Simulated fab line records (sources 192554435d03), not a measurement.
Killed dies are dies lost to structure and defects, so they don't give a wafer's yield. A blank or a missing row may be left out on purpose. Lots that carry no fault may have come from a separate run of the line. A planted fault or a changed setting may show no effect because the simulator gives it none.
A lot that was struck, set against a sound lot || flow n5Finfet || 36 out of 1938 route steps
Sound: the wafers L439.2, L439.3, L439.5. Wafers L434.1, L434.4, L434.5 were the ones struck. At the end, the cause is stated.
At each step with rows: each side's tool, then ch and its chambers, then its first start. Under that, the readings that differ: sound wafers || struck wafers || difference of the means || sigmas: that difference in standard deviations of wafers without a fault.
alike: words and numbers the same on both sides, and readings whose means are apart by under 2 such deviations; not compared: readings that were withheld, readings missing a value for some wafer, numbers with overlapping values and no deviation given by the record, and bounds like >300 which may hide the same value.
A row with sigmas, a row that says differs or no value, or rows on one side alone: a step with any of these is where the two part. Numbers that have no deviation but don't overlap get no sigmas and don't part them. A reading that every wafer of one side lacks parts them only if that side has two wafers or more.

N5_BEOL_M4_THK_MEAS_53: measures by xrf.
  sound on filmMetro-01 at day 12 16:13; struck on filmMetro-02 at day 11 16:53
  alike: M4_THK
N5_BEOL_M4_PRE_CLEAN_60: time 15 s.
  sound on cvdCo-02 ch 1,2, day 12 16:15; struck on cvdCo-02 ch 1,2, day 11 16:55
  alike: heaterPowerW
then, 3 steps without rows for these wafers: N5_BEOL_M4_CO_CAP_55 (material Co, precursor CCTBA/H2, target thk 2 nm, time 102.1 s); N5_BEOL_M4_PRE_CLEAN_56 (time 15 s); N5_BEOL_M4_DEP_57 (deposits SiCN from 3MS/NH3, target thk 8 nm, time 14 s).
N5_BEOL_M4_RS_MEAS_58: a four-point-probe measurement.
  sound on filmMetro-02 at day 12 16:31; struck on filmMetro-02 at day 11 17:10
  alike: M4_RS
N5_BEOL_M4_INSPECT_59: inspects for defects (darkfield).
  sound on defectInspect-02 at day 12 16:32; struck on defectInspect-02 at day 11 17:11
  alike: rawDefectCount
N5_BEOL_M4_RC_MEAS_101:
  sound on prober-01 ch 0, day 12 16:43; struck on prober-01 ch 0, day 11 17:13
{"reading": "IOFF_P (nA/um)", "sound": "0.38 0.24 0.33", "struck": "0.29 0.21 0.14", "difference": -0.10, "sigmas": -2}
  alike: DIBL_N, DIBL_P, IOFF_N, ION_N, ION_P, SS_N, SS_P, VT_N, VT_P
N5_BEOL_M5_ILD_DEP_00: deposits SiCOH lowk from DEMS/porogen, target thk 140.64 nm, time 25.9 s.
  sound on pecvd-04 ch 0,1, day 12 17:32; struck on pecvd-03 ch 1,2, day 11 18:11
  alike: chamberPressureTorr, heaterPowerOuterW, heaterPowerW, showerheadPlenumPTorr, throttleValvePct
N5_BEOL_M5_CURE_79: cures SiCOH lowk, time 240 s.
  sound on uvCure-02 ch 0, day 12 17:45; struck on uvCure-01 ch 1, day 11 18:14
{"reading": "wafer_temp_C_max", "sound": "386.0 385.9 386.1", "struck": "387.4 387.9 387.2", "difference": "+1.5", "sigmas": "+2"}
  alike: lampPowerPct
N5_BEOL_M5_THK_MEAS_01:
  sound on filmMetro-02 at day 12 18:35; struck on filmMetro-02 at day 11 18:46
  alike: M5_ILD_THK
then, 1 step without rows for these wafers: N5_BEOL_M5_PECVD_70 (deposits SiO2 from TEOS/O2, target thk 16 nm, time 18 s).
N5_BEOL_M5_HM_DEP_02: deposits TiN, target thk 20 nm.
  sound on pvdSputter-01 at day 12 20:57; struck on pvdSputter-01 at day 11 19:01
  no value came back on the struck wafers for chamberPressurePa (Pa), substrateTempC (C), throttleValvePct (%); on the sound wafers chamberPressurePa (Pa) reads 0.4995 0.5008 0.4998
then, 9 steps without rows for these wafers: N5_BEOL_M5_COAT_59 (time 60 s, resist thk 60 nm); N5_BEOL_M5_COAT_60 (time 60 s, resist thk 12 nm); N5_BEOL_M5_COAT_71 (time 60 s, resist thk 5 nm); N5_BEOL_M5_COAT_05 (resist thk 30 nm); N5_BEOL_M5_EBR_07; N5_BEOL_M5_SOFTBAKE_06 (time 60 s); N5_BEOL_M5_EXPOSE_08 (exposes mask M5, target cd 28 nm); N5_BEOL_M5_PEB_09 (peb time 60 s); N5_BEOL_M5_DEVELOP_10 (develop time 30 s).
N5_BEOL_M5_CD_MEAS_11 targets a cd of 27.74 nm.
  sound on cdSem-01 ch 0, day 12 21:20; struck on cdSem-03 ch 0, day 11 19:31
  alike: cdNm
N5_BEOL_M5_OVL_MEAS_12:
  sound on overlay-02 ch 0, day 12 21:23; struck on overlay-01 ch 0, day 11 19:33
  alike: M5_OVL
N5_BEOL_M5_INSPECT_13: inspects for defects (brightfield).
  sound on defectInspect-01 at day 12 21:26; struck on defectInspect-02 at day 11 19:37
  alike: rawDefectCount
then, 2 steps without rows for these wafers: N5_BEOL_M5_DESCUM_16 (chemistry O2, time 7 s); N5_BEOL_M5_ETCH_72 (etches underlayer in N2/H2, target depth 6.5 nm, time 5.2 s).
N5_BEOL_M5_ETCH_61: etches SiARC in CF4, target depth 15.6 nm, time 26 s.
  sound on rieDiel-03 ch 1,2,3, day 12 21:31; struck on rieDiel-01 ch 0,1,3, day 11 19:43
  alike: drypumpMotorCurrentA, etchRfOnTimeS, oesProductAu, rfVppV, showerheadPlenumPTorr, throttleValvePct
  not compared: rfHoursCounterH
then, 4 steps without rows for these wafers: N5_BEOL_M5_ETCH_62 (etches SOC in N2/H2, target depth 75 nm, overetch 15 nm, time 112.5 s); N5_BEOL_M5_STRIP_63 (strips in N2/H2); N5_BEOL_M5_STRIP_73 (strips in N2/H2); N5_BEOL_M5_STRIP_64 (strips in CF4).
N5_BEOL_M5_HM_OPEN_17: chemistry Cl2/BCl3, target TiN, target depth 20 nm, overetch 6 nm.
  sound on rieMetal-02 ch 0,1, day 12 21:43; struck on rieMetal-03 ch 0,1, day 11 19:54
{"reading": "oesProductAu (a.u.)", "sound": "0.68 0.69 0.78", "struck": "0.27 0.26 0.26", "difference": -0.45, "sigmas": -6}
{"reading": "model.etch.depthNm (nm)", "sound": "20.17 20.29 20.49", "struck": "0 0 0", "difference": -20, "sigmas": ""}
  alike: drypumpMotorCurrentA, mfcCl2Sccm, throttleValvePct
  not compared: rfHoursCounterH
N5_BEOL_M5_STRIP_19: strips in O2.
  sound on rieDiel-01 ch 0,1,2, day 12 21:57; struck on rieDiel-01 ch 0,1,2, day 11 20:01
  alike: drypumpMotorCurrentA, oesProductAu, rfVppV, showerheadPlenumPTorr, throttleValvePct
  not compared: rfHoursCounterH
N5_BEOL_M5_CD_MEAS_18: pitch 56 nm, target cd 28 nm.
  sound on cdSem-02 at day 12 22:01; struck on cdSem-02 at day 11 20:05
{"reading": "cdNm (nm)", "sound": "27.5 27.5 28.2", "struck": "- - -", "difference": "no value on the struck wafers", "sigmas": ""}
then, 1 step without rows for these wafers: N5_BEOL_M5_COAT_65 (time 60 s, resist thk 60 nm).

== WHERE THEY PART ==
Earliest at N5_BEOL_M4_RC_MEAS_101; latest, in this record, at N5_BEOL_M5_CD_MEAS_18.

WHY: whatever the simulator had introduced
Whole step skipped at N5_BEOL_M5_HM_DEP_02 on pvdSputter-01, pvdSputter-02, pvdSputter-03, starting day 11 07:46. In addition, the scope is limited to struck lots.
